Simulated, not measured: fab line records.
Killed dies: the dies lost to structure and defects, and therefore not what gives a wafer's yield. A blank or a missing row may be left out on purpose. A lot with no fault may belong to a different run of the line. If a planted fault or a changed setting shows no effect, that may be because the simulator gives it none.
Matching of chambers + flow n5 finfet + 4 sister chambers for N5_BEOL_M9_DESCUM_33 on rie diel-02
The step chemistry O2, time 7 s. 4 wafers are shown with their chamber, then 9 later ones without.

== EACH WAFER AND ITS CHAMBER ==
| wafer  | chamber | throttle valve pct (%) |
|--------|---------|------------------------|
| L078.6 | 0       | 20.85                  |
| L090.1 | 2       | 20.01                  |
| L090.3 | 3       | 20.60                  |
| L090.5 | 1       | 20.68                  |

== WAFERS WITHOUT THEIR CHAMBER ==
| wafer  | throttle valve pct (%) |
|--------|------------------------|
| L094.2 | 20.71                  |
| L094.5 | 20.89                  |
| L094.6 | 20.71                  |
| L092.1 | 20.61                  |
| L092.2 | 20.01                  |
| L092.5 | 20.70                  |
| L093.2 | 20.91                  |
| L093.4 | 20.91                  |
| L093.6 | 20.70                  |

== CHAMBER TAKEN BY EACH ==
| wafer  | from the rows above     | in truth |
|--------|-------------------------|----------|
| L094.2 | 1                       | 1        |
| L094.5 | 0                       | 0        |
| L094.6 | 1                       | 1        |
| L092.1 | can't be placed: 3 or 1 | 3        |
| L092.2 | 2                       | 2        |
| L092.5 | 1                       | 1        |
| L093.2 | 0                       | 0        |
| L093.4 | 0                       | 0        |
| L093.6 | 1                       | 1        |
Correct placement for 8 of the 9. From these rows, 1 cannot be placed; in 1 the true chamber is one of the candidates. 0 placed wrongly.
How it was worked out, from the rows above alone: a wafer's distance from a chamber is the root of the sum, over the readings, of the square of ((its reading less the chamber's mean) divided by the reading's scatter). The wafer belongs to the nearest chamber; if the next one is less than 2 further off, it can't be placed. A chamber's mean is the mean of its shown wafers. The scatter (one wafer shown for each chamber): square how far every hidden wafer sits from the nearest shown wafer, average those squares and take the square root.
